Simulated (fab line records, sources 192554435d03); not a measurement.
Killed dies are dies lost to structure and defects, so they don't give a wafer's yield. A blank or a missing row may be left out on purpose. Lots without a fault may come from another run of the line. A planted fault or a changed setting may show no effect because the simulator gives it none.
Chamber matching | flow n5_finfet | N5_BEOL_M11_ILD_DEP_00 on pecvd-02: 3 sister chambers
The step deposits SiCOH lowk from DEMS/porogen, target thk 308.51 nm, time 58 s. 3 wafers are shown with their chamber, then 12 later ones without.

WAFERS WITH THEIR CHAMBER
wafer  | chamber | throttle_valve_pct (%)
L085.5 | 2       | 12.4
L089.3 | 1       | 14.3
L089.4 | 0       | 13.8

WAFERS WITHOUT THEIR CHAMBER
wafer  | throttle_valve_pct (%)
L090.3 | 14.0
L090.5 | 12.6
L090.6 | 13.6
L097.1 | 13.8
L097.2 | 14.4
L097.3 | 12.2
L096.1 | 12.3
L096.4 | 13.8
L096.6 | 14.3
L095.3 | 13.9
L095.5 | 12.6
L095.6 | 14.2

WHICH CHAMBER EACH WENT THROUGH
wafer  | from the rows above     | in truth
L090.3 | can't be placed: 0 or 1 | 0
L090.5 | 2                       | 2
L090.6 | 0                       | 0
L097.1 | 0                       | 0
L097.2 | 1                       | 1
L097.3 | 2                       | 2
L096.1 | 2                       | 2
L096.4 | 0                       | 0
L096.6 | 1                       | 1
L095.3 | 0                       | 0
L095.5 | 2                       | 2
L095.6 | 1                       | 1
Placed correctly: 11 of 12. Can't be placed from these rows: 1 (the true chamber is among the candidates in 1). Placed wrongly: 0.
How it was worked out, from the rows above alone: a wafer's distance from a chamber is the root of the sum, over the readings, of the square of ((its reading less the chamber's mean) divided by the reading's scatter). The wafer belongs to the nearest chamber; if the next one is less than 2 further off, it can't be placed. A chamber's mean is the mean of its shown wafers. The scatter: with one shown wafer a chamber, the root of the mean of the squares of how far each hidden wafer lies from its nearest shown one.
